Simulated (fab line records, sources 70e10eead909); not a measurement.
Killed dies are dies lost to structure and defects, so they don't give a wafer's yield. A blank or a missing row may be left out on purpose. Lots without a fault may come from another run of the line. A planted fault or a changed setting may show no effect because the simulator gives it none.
Which tool did it? | flow nand_harc | 13 lots, 39 wafers sampled, at 5 steps of a route of 1159

WHAT THE GAUGES READ, wafer by wafer
NHARC_A_CHANNEL_HOLE_D1_CD_MEAS_30.
lot  | measured     | on        | cd_nm (nm)
L368 | day 8 11:37  | cd_sem-03 | 91.3 88.5 93.2
L372 | day 9 07:48  | cd_sem-02 | 92.8 88.4 91.6
L370 | day 9 07:55  | cd_sem-03 | 90.4 89.2 89.5
L369 | day 9 11:57  | cd_sem-01 | 90.7 92.4 90.9
L371 | day 9 17:04  | cd_sem-03 | 88.9 87.6 87.9
L374 | day 10 06:52 | cd_sem-03 | 90.9 92.0 89.0
L377 | day 11 03:14 | cd_sem-03 | 89.8 90.6 91.2
L381 | day 12 09:07 | cd_sem-03 | 89.7 92.7 88.1
L378 | day 12 09:25 | cd_sem-03 | 92.8 91.8 88.4
L383 | day 12 22:28 | cd_sem-01 | 93.1 89.6 87.5
L387 | day 13 06:45 | cd_sem-01 | 88.4 88.7 89.4
L386 | day 13 07:40 | cd_sem-01 | 92.5 90.0 89.7
L390 | day 14 11:23 | cd_sem-02 | 89.1 88.9 92.8

NHARC_END_SORT_01.
lot  | measured     | on        | killed_at_array | killed_at_other | killed_at_periphery | killed_dies | killed_open | killed_short
L377 | day 22 01:53 | prober-01 | 676 675 677     | 0 0 0           | 1 2 0               | 677 677 677 | 2 4 1       | 3 2 1
L381 | day 23 21:31 | prober-02 | 673 672 672     | 0 1 0           | 4 4 5               | 677 677 677 | 5 5 5       | 2 2 1
L378 | day 23 22:22 | prober-01 | 671 669 671     | 2 1 1           | 4 7 5               | 677 677 677 | 2 9 2       | 0 2 1

WHICH TOOL RAN EACH LOT (tool, then ch and the chambers of the sampled wafers, then the start)
lot  | NHARC_A_CHANNEL_FILL_D1_ALD_14   | NHARC_A_CHANNEL_FILL_D1_STRIP_28   | NHARC_A_CHANNEL_FILL_D1_CVD_05
L368 | ald_hk-02 ch 0,1,2, day 8 19:00  | rie_diel-13 ch 1,2,3, day 9 12:56  | lpcvd_poly-04 ch 0, day 9 15:29
L372 | ald_hk-02 ch 2,3, day 9 16:29    | rie_diel-12 ch 1,2,3, day 10 09:29 | lpcvd_poly-03 ch 0, day 10 11:58
L370 | ald_hk-01 ch 0,2, day 9 16:29    | rie_diel-03 ch 1,3, day 10 09:29   | lpcvd_poly-03 ch 0, day 10 11:58
L369 | ald_hk-02 ch 1,2, day 9 19:25    | rie_diel-12 ch 0,2, day 10 14:15   | lpcvd_poly-01 ch 0, day 10 16:48
L371 | ald_hk-02 ch 0,1, day 10 00:29   | rie_diel-13 ch 0,1, day 10 17:25   | lpcvd_poly-04 ch 0, day 10 19:58
L374 | ald_hk-04 ch 1,2,3, day 10 15:53 | rie_diel-12 ch 1,3, day 11 10:19   | lpcvd_poly-01 ch 0, day 11 12:52
L377 | ald_hk-01 ch 0,1, day 11 10:41   | rie_diel-13 ch 0,3, day 12 03:56   | lpcvd_poly-01, day 12 06:29
L381 | ald_hk-01 ch 0,2,3, day 12 17:10 | rie_diel-12 ch 0,1,3, day 13 10:11 | lpcvd_poly-01, day 13 12:44
L378 | ald_hk-01 ch 0,1,3, day 12 17:01 | rie_diel-03 ch 2,3, day 13 10:12   | lpcvd_poly-01, day 13 12:44
L383 | ald_hk-02 ch 0,2,3, day 13 05:08 | rie_diel-12 ch 1,2,3, day 13 22:34 | lpcvd_poly-01 ch 0, day 14 01:07
L387 | ald_hk-02 ch 0,2, day 13 14:13   | rie_diel-13 ch 1,2, day 14 07:21   | lpcvd_poly-01 ch 0, day 14 09:54
L386 | ald_hk-01 ch 0,1,3, day 13 14:11 | rie_diel-12 ch 0,1,2, day 14 07:22 | lpcvd_poly-01 ch 0, day 14 09:54
L390 | ald_hk-04 ch 0,1,2, day 14 18:47 | rie_diel-12 ch 0,2,3, day 15 12:07 | lpcvd_poly-01 ch 0, day 15 14:39
- NHARC_A_CHANNEL_FILL_D1_ALD_14: deposits SiO2, target thk 2.5 nm, pulse time 10 s, ald cycles 25.
- NHARC_A_CHANNEL_FILL_D1_STRIP_28: strips in O2, time 20 s.
- NHARC_A_CHANNEL_FILL_D1_CVD_05: deposits poly-Si, target thk 5 nm.

WHAT THE TOOLS THEMSELVES READ (means of the sampled wafers that have a number; where no wafer has one, the mark that the record gives instead)
NHARC_A_CHANNEL_FILL_D1_ALD_14.
lot  | tool      | heater_power_w (W) | precursor_pulse_height_rel
L368 | ald_hk-02 | 526                | 0.984
L372 | ald_hk-02 | 543                | 1.003
L370 | ald_hk-01 | 492                | 0.996
L369 | ald_hk-02 | 536                | 0.992
L371 | ald_hk-02 | 478                | 0.993
L374 | ald_hk-04 | 441                | 0.981
L377 | ald_hk-01 | 418                | 1.002
L381 | ald_hk-01 | 480                | 0.998
L378 | ald_hk-01 | 448                | 0.998
L383 | ald_hk-02 | 497                | 0.999
L387 | ald_hk-02 | 489                | 0.994
L386 | ald_hk-01 | 443                | 1.013
L390 | ald_hk-04 | 462                | 0.998

NHARC_A_CHANNEL_FILL_D1_STRIP_28.
lot  | tool        | drypump_motor_current_A (A) | o2_flow_sccm (sccm) | oes_product_au (a.u.) | rf_vpp_V (V) | showerhead_plenum_p_Torr (Torr) | throttle_valve_pct (%)
L368 | rie_diel-13 | 5.8                         | 499.8               | 1.007                 | 57.5         | 3.59                            | 17.032
L372 | rie_diel-12 | 5.4                         | 498.6               | 0.996                 | 58.3         | 3.67                            | 17.033
L370 | rie_diel-03 | 6.4                         | 500.9               | 1.008                 | 57.7         | 3.44                            | 17.033
L369 | rie_diel-12 | 5.0                         | 500.7               | 1.002                 | 58.4         | 3.60                            | 17.032
L371 | rie_diel-13 | 5.6                         | 501.1               | 1.003                 | 58.2         | 3.56                            | 17.031
L374 | rie_diel-12 | 5.9                         | 500.3               | 0.995                 | 59.3         | 3.76                            | 17.039
L377 | rie_diel-13 | 5.8                         | 500.5               | 0.990                 | 57.6         | 3.48                            | 17.037
L381 | rie_diel-12 | 5.5                         | 500.4               | 1.010                 | 58.5         | 3.71                            | 17.039
L378 | rie_diel-03 | 6.3                         | 499.5               | 1.003                 | 57.4         | 3.49                            | 17.037
L383 | rie_diel-12 | 5.4                         | 502.0               | 0.998                 | 58.6         | 3.66                            | 17.043
L387 | rie_diel-13 | 5.7                         | 499.6               | 1.001                 | 57.0         | 3.56                            | 17.037
L386 | rie_diel-12 | 5.0                         | 499.7               | 1.001                 | 58.2         | 3.61                            | 17.035
L390 | rie_diel-12 | 5.3                         | 500.8               | 1.007                 | 57.8         | 3.65                            | 17.042

NHARC_A_CHANNEL_FILL_D1_CVD_05.
lot  | tool          | spike_tc_bottom_C (C) | spike_tc_centre_C (C) | spike_tc_lower_C (C)
L368 | lpcvd_poly-04 | 569.0                 | 550.1                 | 550.2
L372 | lpcvd_poly-03 | 572.0                 | 551.4                 | 549.5
L370 | lpcvd_poly-03 | 571.6                 | 552.6                 | 548.8
L369 | lpcvd_poly-01 | 570.2                 | 550.9                 | 550.2
L371 | lpcvd_poly-04 | 570.7                 | 551.7                 | 549.9
L374 | lpcvd_poly-01 | 568.8                 | 550.5                 | 550.7
L377 | lpcvd_poly-01 | -                     | -                     | -
L381 | lpcvd_poly-01 | -                     | -                     | -
L378 | lpcvd_poly-01 | -                     | -                     | -
L383 | lpcvd_poly-01 | 570.2                 | 549.8                 | 551.5
L387 | lpcvd_poly-01 | 569.5                 | 551.0                 | 550.8
L386 | lpcvd_poly-01 | 569.8                 | 550.0                 | 550.6
L390 | lpcvd_poly-01 | 570.0                 | 551.3                 | 551.2

THE ANSWER, worked out from the rows above alone
Rule: what is usual is taken from the lots themselves. Put in order of their means at a reading, lots are off if they are a third of the lots or fewer, leave a main group of 4 or more, and stand apart from it by a gap of 3 or more times the standard deviation of the main group's means; of several such gaps the widest counts. A main group whose means are all the same, to the digits that the tables above print for the reading, isn't used. A lot without any number at a reading at which 4 lots or more have one is off too. The other lots that the step has rows for count as sound. The gauges are gone through in route order, then the tools' own readings, and for those a lot's mean is taken as printed above. The first step at which some lot is off is used, and at that step the reading that is off furthest; a lot without a number counts as furthest.
Off: L377, L381, L378, at NHARC_A_CHANNEL_FILL_D1_CVD_05 (spike_tc_bottom_C). Without a number there: L377, L381, L378. The main group: mean 570.2 C, standard deviation 0.98.
A tool fits if, at that step or a process step before it, it ran every lot that is off, and no sound lot after the first of them. None of those tried fits.

WHAT THE SIMULATOR HAD PUT IN
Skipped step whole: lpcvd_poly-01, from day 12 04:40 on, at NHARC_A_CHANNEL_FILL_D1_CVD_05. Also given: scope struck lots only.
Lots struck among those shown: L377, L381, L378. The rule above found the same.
